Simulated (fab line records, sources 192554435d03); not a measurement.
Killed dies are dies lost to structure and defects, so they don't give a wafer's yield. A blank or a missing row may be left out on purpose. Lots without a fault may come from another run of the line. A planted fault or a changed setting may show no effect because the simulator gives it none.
Chamber matching | flow n5_finfet | N5_HKMG_FIN_ETCH_55 on rie_diel-05: 4 sister chambers
The step etches SOC in N2/H2, target depth 240 nm, time 300 s. 14 wafers are shown with their chamber, then 7 later ones without.

WAFERS WITH THEIR CHAMBER
wafer  | chamber | drypump_motor_current_A (A) | throttle_valve_pct (%) | showerhead_plenum_p_Torr (Torr)
L078.2 | 0       | 5.0                         | 17.40                  | 2.59
L078.4 | 2       | 5.9                         | 17.82                  | 2.65
L078.5 | 1       | 5.5                         | 17.96                  | 2.44
L080.1 | 3       | 5.7                         | 18.12                  | 2.40
L080.4 | 0       | 5.0                         | 17.39                  | 2.58
L080.6 | 0       | 5.0                         | 17.41                  | 2.58
L081.1 | 1       | 5.5                         | 17.98                  | 2.44
L081.2 | 2       | 5.9                         | 17.84                  | 2.65
L081.5 | 0       | 4.9                         | 17.43                  | 2.58
L083.1 | 0       | 5.0                         | 17.41                  | 2.58
L083.2 | 1       | 5.5                         | 17.99                  | 2.43
L083.5 | 3       | 5.8                         | 17.65                  | 2.72
L084.1 | 2       | 5.9                         | 17.88                  | 2.64
L084.5 | 0       | 4.9                         | 17.41                  | 2.58

SIGNATURES (means of the wafers above)
reading                  | chamber 0 | chamber 1 | chamber 2 | chamber 3 | scatter within a chamber
drypump_motor_current_A  | 4.967     | 5.500     | 5.900     | 5.750     | 0.0428
throttle_valve_pct       | 17.4083   | 17.9767   | 17.8467   | 17.8850   | 0.107
showerhead_plenum_p_Torr | 2.5817    | 2.4367    | 2.6467    | 2.5600    | 0.0717
Rule: a wafer's distance from a chamber is the root of the sum, over the readings, of the square of ((its reading less the chamber's mean) divided by the reading's scatter). The wafer belongs to the nearest chamber; if the next one is less than 2 further off, it can't be placed. The scatter: the root of (the sum of the squares of (reading less its chamber's mean) over the shown wafers, divided by (wafers less chambers)).

WAFERS WITHOUT THEIR CHAMBER
wafer  | drypump_motor_current_A (A) | throttle_valve_pct (%) | showerhead_plenum_p_Torr (Torr)
L084.6 | 5.5                         | 18.00                  | 2.43
L085.2 | 5.5                         | 18.00                  | 2.43
L085.4 | 5.7                         | 17.67                  | 2.72
L085.6 | 4.9                         | 17.43                  | 2.58
L087.1 | 5.9                         | 17.86                  | 2.64
L087.2 | 5.7                         | 17.67                  | 2.72
L087.6 | 5.5                         | 18.00                  | 2.43

WHICH CHAMBER EACH WENT THROUGH
wafer  | from the rows above     | in truth
L084.6 | 1                       | 1
L085.2 | 1                       | 1
L085.4 | can't be placed: 3 or 2 | 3
L085.6 | 0                       | 0
L087.1 | 2                       | 2
L087.2 | can't be placed: 3 or 2 | 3
L087.6 | 1                       | 1
Placed correctly: 5 of 7. Can't be placed from these rows: 2 (the true chamber is among the candidates in 2). Placed wrongly: 0.
